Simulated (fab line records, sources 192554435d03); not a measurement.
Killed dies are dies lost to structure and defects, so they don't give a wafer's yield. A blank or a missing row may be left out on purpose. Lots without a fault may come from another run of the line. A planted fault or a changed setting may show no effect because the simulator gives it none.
Chamber matching | flow n5_finfet | N5_BEOL_M11_CURE_72 on uv_cure-02: 3 sister chambers
The step cures SiCOH lowk, time 120 s. 3 wafers are shown with their chamber, then 11 later ones without.

WAFERS WITH THEIR CHAMBER
wafer  | chamber | wafer_temp_C_max
L084.6 | 2       | 371.2
L086.6 | 1       | 371.4
L087.3 | 0       | 372.4

WAFERS WITHOUT THEIR CHAMBER
wafer  | wafer_temp_C_max
L087.4 | 372.0
L087.5 | 371.1
L090.3 | 371.6
L090.4 | 371.3
L090.5 | 372.0
L094.1 | 371.7
L094.2 | 372.6
L094.4 | 372.3
L092.1 | 371.3
L092.2 | 370.7
L092.5 | 370.5

WHICH CHAMBER EACH WENT THROUGH
wafer  | from the rows above          | in truth
L087.4 | can't be placed: 0 or 1 or 2 | 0
L087.5 | can't be placed: 2 or 1      | 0
L090.3 | can't be placed: 1 or 2 or 0 | 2
L090.4 | can't be placed: 1 or 2      | 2
L090.5 | can't be placed: 0 or 1 or 2 | 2
L094.1 | can't be placed: 1 or 2 or 0 | 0
L094.2 | 0                            | 0
L094.4 | 0                            | 0
L092.1 | can't be placed: 1 or 2      | 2
L092.2 | can't be placed: 2 or 1      | 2
L092.5 | can't be placed: 2 or 1      | 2
Placed correctly: 2 of 11. Can't be placed from these rows: 9 (the true chamber is among the candidates in 8). Placed wrongly: 0.
How it was worked out, from the rows above alone: a wafer's distance from a chamber is the root of the sum, over the readings, of the square of ((its reading less the chamber's mean) divided by the reading's scatter). The wafer belongs to the nearest chamber; if the next one is less than 2 further off, it can't be placed. A chamber's mean is the mean of its shown wafers. The scatter: with one shown wafer a chamber, the root of the mean of the squares of how far each hidden wafer lies from its nearest shown one.
